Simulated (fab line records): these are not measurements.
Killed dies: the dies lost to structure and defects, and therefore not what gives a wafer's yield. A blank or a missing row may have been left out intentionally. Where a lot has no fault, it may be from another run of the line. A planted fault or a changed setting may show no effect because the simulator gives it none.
Which of the tools did it?    flow n5_finfet    12 lots, 36 wafers sampled, at 1 step of a route of 1938

== WHAT THE GAUGES SHOWED, per wafer ==
N5_BEOL_M3_CD_MEAS_35: target cd 18 nm, target cd y 21 nm.
lot   measured      on         cd_nm (nm)
L076  day 7 22:32   cd_sem-01  17.6 17.7 18.6
L077  day 8 08:00   cd_sem-02  17.9 17.6 18.5
L079  day 8 15:25   cd_sem-03  18.0 18.1 17.5
L081  day 9 05:16   cd_sem-02  18.4 17.4 17.7
L083  day 9 17:34   cd_sem-03  17.6 17.7 18.0
L084  day 9 23:10   cd_sem-01  17.4 18.6 18.4
L086  day 11 07:49  cd_sem-03  18.1 17.8 17.4
L088  day 11 13:10  cd_sem-03  17.7 17.6 18.5
L091  day 13 04:05  cd_sem-01  18.1 17.7 18.1
L094  day 13 09:46  cd_sem-01  18.0 18.1 18.4
L092  day 13 15:55  cd_sem-03  18.1 18.6 18.0
L097  day 13 20:56  cd_sem-03  17.3 18.6 18.2

== WHICH TOOL RAN EACH LOT (tool, then ch and the chambers of the sampled wafers, then the start) ==
There is no process step in the record ahead of these readings.

== THE ANSWER, worked out from the rows above alone ==
Rule: the lots themselves supply what counts as usual. Put in order of their means at a reading, lots are off if they are a third of the lots or fewer, leave a main group of 4 or more, and stand apart from it by a gap of 3 or more times the standard deviation of the main group's means; of several such gaps the widest counts. The tables above print the reading to a certain number of digits; a main group whose means all agree to those digits is not used. A lot without any number at a reading at which 4 lots or more have one is off too. Any other lot the step has rows for is counted as sound.
None of the lots is off at any reading shown; this tells nothing.

== WHAT THE SIMULATOR HAD INSERTED ==
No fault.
